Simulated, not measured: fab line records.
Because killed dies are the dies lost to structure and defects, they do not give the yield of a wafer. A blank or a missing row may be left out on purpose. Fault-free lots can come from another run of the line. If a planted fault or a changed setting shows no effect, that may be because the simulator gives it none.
fab line records -- flow n5Finfet
record lots=5, wafers=13, lastDay=16
route steps=1938 shown BEOL_M1@831 BEOL_M2@841 BEOL_M4@1111
lots untouched by any fault: they come from a run of this same line in which no faults occurred
startH: hours from the record's opening day to when the first of the lot's shown wafers began -- waitH: how many hours have passed since the lot's step before this one -- " unchanged from the row above -- L1.1+2: a row that stands for several wafers -- - value missing, or start not given -- * or withheld: withheld -- < > ~ a bound
route shown NAME@n: a module of which the file shows steps, and the number in the route of the first -- usual: average and standard deviation across the fault-free wafers -- same: alike in all rows -- chamber/n: place in a boat -- sites: each site's reading -- _std_site: the standard deviation of these -- _edge_site: mean of outer sites minus mean of inner sites -- radiusMm: for every site, how far away it sits from the centre of the wafer -- mask NAME#n: copy n -- behind: tool/chamber where the wafer was last shaped -- hold: why the lot was held/for how many hours/how that ended -- device: whichever transistor did not switch (one of n, p or np) -- end of line: the tests these same wafers got at the end of their route -- where a step has no rows: the recipe by itself -- killed: dies lost to structure and defects at the first sort, not the wafer's yield -- map: the dies of a wafer, with x for killed, . for not killed, _ for no die there
set.NAME: the setting as run; set.NAME@STEP: as run at that earlier step -- model.NAME: the simulator's own value behind a step, which no gauge read
lots at selected steps of the route; one table per step, one row per wafer
services: from which hour (startH, from the record's first day; less than 0 if before it) a tool's chamber was out of use, for how many hours, and why
## steps
# step N5_BEOL_M1_ECD_50
# recipe material=Cu, targetThkA=3000
# step N5_BEOL_M1_ANNEAL_51
# recipe tempC=225, timeS=90, ambient=N2
# step N5_BEOL_M1_CMP_52
# recipe stopOn=SiOC, tOverpolishS=6.8, downForcePsi=1, platenRpm=50, clearingPlatenDownForcePsi=1.5, clearingPlatenRpm=50, postCmpClean=cuAlkaline, targetThkNm=40, clearingPlatenPadVelocityMS=0.99484, padVelocityMS=0.99484
# step N5_BEOL_M1_PRE_CLEAN_60
# recipe gas=NH3/H2, timeS=15, tempC=*, rfPowerW=300
# step N5_BEOL_M1_CO_CAP_55
# recipe material=Co, targetThkA=20, tempC=200, precursor=CCTBA/H2, pressureTorr=30, timeS=102.1
# step N5_BEOL_M1_PRE_CLEAN_56
# recipe gas=NH3, timeS=15, tempC=withheld, rfPowerW=300
# step N5_BEOL_M1_DEP_57
# recipe material=SiCN, targetThkA=80, tempC=withheld, precursor=3MS/NH3, pressureTorr=3, rfW=202, timeS=14
# step N5_BEOL_M2_ILD_DEP_00
# recipe material=SiOC, targetThkA=790, tempC=350, precursor=DEMS/O2, pressureTorr=5, rfW=500, timeS=15.3
# step N5_BEOL_M2_PECVD_72
# recipe material=SiO2, targetThkA=160, tempC=400, precursor=TEOS/O2, pressureTorr=5.5, rfW=450, teosFlowSccm=53.8, gas=O2, flowSccm=3000, timeS=18
# usual heaterPowerW=722/63, showerheadPlenumPTorr=8.83/0.033, throttleValvePct=21.8/0.87
lot.wafer,tool,chamber,startH,waitH,heaterPowerW,showerheadPlenumPTorr,throttleValvePct,model.SiO2_of_BEOL_M2_PECVD_72.thkNm
L259.2,pecvd-01,2,153.34,0.0,700,8.76,21.1,15.6
L259.3,pecvd-01,1,153.34,0.0,683,8.83,22.1,15.6
L259.6,pecvd-01,0,153.34,0.0,768,8.84,23.9,16
L269.1,pecvd-01,0,214.92,0.0,703,8.82,23.8,16.6
L269.4,pecvd-01,0,214.92,0.0,692,8.83,24.0,16.2
L268.4,pecvd-01,1,219.00,0.1,690,8.78,22.0,16.2
L268.5,pecvd-01,0,219.00,0.1,657,8.83,23.9,16.8
L268.6,pecvd-01,2,219.00,0.1,735,8.75,21.4,16.2
L270.2,pecvd-04,1,222.27,0.0,738,8.80,20.2,16
L270.3,pecvd-04,1,222.27,0.0,793,8.81,20.3,16
L270.5,pecvd-04,1,222.27,0.0,771,8.79,20.5,16
L272.4,pecvd-01,1,228.88,0.1,675,8.79,22.0,16.2
L272.5,pecvd-01,2,228.88,0.1,737,8.79,21.6,16.8
# step N5_BEOL_M2_HM_DEP_02
# recipe material=TiN, targetThkA=200, tempC=25, chamberPressurePa=0.49996
# step N5_BEOL_M2_COAT_61
# recipe resist=SOC, tempC=250, timeS=60, spinRpm=1500, resistThkNm=60
# step N5_BEOL_M2_COAT_62
# recipe resist=SiARC, tempC=220, timeS=60, spinRpm=1500, resistThkNm=12
# step N5_BEOL_M2_COAT_73
# recipe resist=underlayer, tempC=205, timeS=60, spinRpm=1500, resistThkNm=5
# step N5_BEOL_M2_COAT_05
# recipe resist=CAR-EUV, spinRpm=1500, resistThkNm=30
# step N5_BEOL_M2_EBR_07
# recipe solvent=PGMEA, ebrWidthMm=1.5
# step N5_BEOL_M2_SOFTBAKE_06
# recipe tempC=110, timeS=60, resist=CAR-EUV
# step N5_BEOL_M2_EXPOSE_08
# recipe maskId=M2, na=0.33, sourceShape=dipole, sigmaInner=0.369, sigmaOuter=0.767, polarization=unpolarized, doseMj=41.25
# step N5_BEOL_M2_PEB_09
# recipe pebTempC=100, pebTimeS=60, resist=CAR-EUV
# step N5_BEOL_M2_DEVELOP_10
# recipe developTimeS=30, developer=TMAH, resist=CAR-EUV, rinseLiquid=surfactantRinse, dry=airSpin, devTempC=23
# step N5_BEOL_M2_DESCUM_16
# recipe chemistry=O2, timeS=7, sourcePowerW=50, biasPowerW=20, pressureMtorr=20, rfFrequencyHz=2.712e+07, tempC=40, resist=CAR-EUV, o2FlowSccm=225
# step N5_BEOL_M2_ETCH_74
# recipe chemistry=N2/H2, target=underlayer, targetDepthA=65, maskMaterial=CAR-EUV, timeS=5.2, ionEnergyEv=200, pressureMtorr=30, sourceW=840, biasW=150, n2FlowSccm=200, h2FlowSccm=200, ends=cleared
# step N5_BEOL_M2_ETCH_63
# recipe chemistry=CF4, target=SiARC, targetDepthA=156, maskMaterial=CAR-EUV, timeS=26, ionEnergyEv=80, pressureMtorr=40, sourceW=545, biasW=36, Ar_flow_sccm=100, cf4FlowSccm=100, ends=cleared
# step N5_BEOL_M2_ETCH_64
# recipe chemistry=N2/H2, target=SOC, targetDepthA=750, overetchA=225, maskMaterial=SiARC, tempC=40, timeS=121.9, ionEnergyEv=200, pressureMtorr=30, sourceW=840, biasW=150, n2FlowSccm=200, h2FlowSccm=200
# step N5_BEOL_M2_STRIP_65
# recipe chemistry=N2/H2, tempC=40, n2FlowSccm=200, h2FlowSccm=200, rfFrequencyHz=6e+07
# step N5_BEOL_M2_STRIP_75
# recipe chemistry=N2/H2, tempC=40, n2FlowSccm=200, h2FlowSccm=200, rfFrequencyHz=6e+07
# step N5_BEOL_M2_STRIP_66
# recipe chemistry=CF4, resist=SiARC, powerW=300, biasPowerW=75, pressureMtorr=50, cf4FlowSccm=150, rfFrequencyHz=6e+07
# step N5_BEOL_M2_HM_OPEN_17
# recipe chemistry=Cl2/BCl3, targetDepthA=200, overetchA=60, target=TiN, maskMaterial=SOC, ionEnergyEv=150, pressureMtorr=10, icpW=1000, biasW=126, Cl2_flow_sccm=53.25, bcl3FlowSccm=21.75, Ar_flow_sccm=25
# step N5_BEOL_M2_STRIP_19
# recipe chemistry=O2, powerW=400, tempC=40, pressureMtorr=30, rfFrequencyHz=6e+07, biasPowerW=0, overashFraction=0.2, o2FlowSccm=225
# step N5_BEOL_M2_COAT_67
# recipe resist=SOC, tempC=250, timeS=60, spinRpm=1500, resistThkNm=60
# step N5_BEOL_M2_COAT_68
# recipe resist=SiARC, tempC=220, timeS=60, spinRpm=1500, resistThkNm=12
# step N5_BEOL_M2_COAT_76
# recipe resist=underlayer, tempC=205, timeS=60, spinRpm=1500, resistThkNm=5
# step N5_BEOL_M2_COAT_22
# recipe resist=CAR-EUV, spinRpm=1500, resistThkNm=30
# step N5_BEOL_M2_EBR_24
# recipe solvent=PGMEA, ebrWidthMm=1.5
# step N5_BEOL_M2_SOFTBAKE_23
# recipe tempC=110, timeS=60, resist=CAR-EUV
# step N5_BEOL_M2_HM_STRIP_39
# recipe chemistry=peroxideTinStrip, material=TiN, targetDepthA=250, tempC=50, timeS=158
lot.wafer,tool,chamber,startH,waitH,model.SiO2_of_BEOL_M2_PECVD_72.thkNm
L259.2,wetBench-05,3,159.61,0.0,15.4
L259.3,wetBench-05,4,159.61,0.0,15.6
L259.6,wetBench-05,6,159.61,0.0,16
L269.1,wetBench-06,4,224.11,0.0,16.6
L269.4,wetBench-06,7,224.11,0.0,16.2
L270.2+5,wetBench-05,"4,3",232.03,0.0,15.8
L270.3,wetBench-05,1,232.03,0.0,16
L268.4+6,wetBench-03,"6,7",232.07,0.0,16
L268.5,wetBench-03,1,232.07,0.0,16.6
L272.4,wetBench-06,6,235.83,0.0,16
L272.5,wetBench-06,5,235.83,0.0,16.6
# step N5_BEOL_M4_RC_MEAS_101
# usual DIBL_N=36.3/1.4, DIBL_P=36.2/1.5, IOFF_N=0.160/0.021, IOFF_P=0.211/0.027, ION_N=676/7.7, ION_P=463/5.5, SS_N=71.4/0.57, SS_P=73.3/0.58, VT_N=249.3/2.5, VT_P=-250.1/2.6
lot.wafer,tool,chamber,startH,waitH,DIBL_N[mV/V],DIBL_P[mV/V],IOFF_N[nA/um],IOFF_P[nA/um],ION_N[uA/um],ION_P[uA/um],SS_N[mV/dec],SS_P[mV/dec],VT_N[mV],VT_P[mV]
L259.2,prober-02,0,189.22,0.2,36.8,37.2,0.173,0.187,680,459,71.1,72.8,248.1,-253.8
L259.3,prober-02,0,189.22,0.2,36.9,38.3,0.183,0.199,684,463,71.6,73.1,245.8,-252.4
L259.6,prober-02,0,189.22,0.2,36.9,37.6,0.168,0.188,679,464,70.8,72.3,247.7,-256.4
L269.1,prober-01,0,249.80,0.0,35.4,35.0,0.166,0.224,673,467,71.1,73.1,247.3,-246.8
L269.4,prober-01,0,249.80,0.0,37.2,36.1,0.185,0.243,686,470,72.3,74.2,243.0,-244.7
L270.2,prober-02,0,260.93,0.2,38.2,36.8,0.173,0.255,680,475,72.0,73.2,246.5,-247.3
L270.3,prober-02,0,260.93,0.2,39.0,37.5,0.184,0.272,672,468,72.5,73.5,247.7,-243.9
L270.5,prober-02,0,260.93,0.2,36.9,35.7,0.155,0.238,669,465,71.5,73.7,249.3,-247.5
L268.4,prober-01,0,261.02,0.5,35.5,35.5,0.155,0.215,680,468,71.2,73.2,253.7,-250.6
L268.5,prober-01,0,261.02,0.5,34.2,35.0,0.144,0.199,676,468,70.8,72.9,249.9,-249.5
L268.6,prober-01,0,261.02,0.5,35.5,35.8,0.159,0.211,679,468,71.2,73.4,251.2,-249.6
L272.4,prober-02,0,266.12,0.5,35.7,34.3,0.151,0.187,678,461,71.4,73.4,248.5,-252.5
L272.5,prober-02,0,266.12,0.5,36.9,36.2,0.186,0.221,687,465,71.2,73.2,245.8,-249.5
## services
tool,chamber,startH,hours,kind
pecvd-01,-,145.65,1.2,repair
pecvd-01,-,154.03,5.5,pm
pecvd-04,2,202.38,-,clean
pecvd-04,2,202.38,-,consumableReplace:showerhead
pecvd-04,2,202.38,29.0,scheduledDown
pecvd-04,2,202.38,29.0,ventCycle
wetBench-03,-,205.51,5.5,repair
## key
firstSign none at tools or gauges
modelEffect step=N5_BEOL_M2_PECVD_72, value=SiO2_of_BEOL_M2_PECVD_72.thkNm, without=16.07, struck=16.73
modelEffect step=N5_BEOL_M2_HM_STRIP_39, value=SiO2_of_BEOL_M2_PECVD_72.thkNm, without=15.93, struck=16.6
metAt N5_BEOL_M2_PECVD_72
struckWafers L268.5,L269.1,L272.5
onsetBetween 153.34 214.92
fault kind=processParameterDrift, tool=pecvd-01, chamber=-, onsetH=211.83, steps=N5_BEOL_M2_PECVD_72, channel=timeS, offset=*, shape=step, endH=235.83, scope=struckWafersOnly, actsIn=*, stated=*
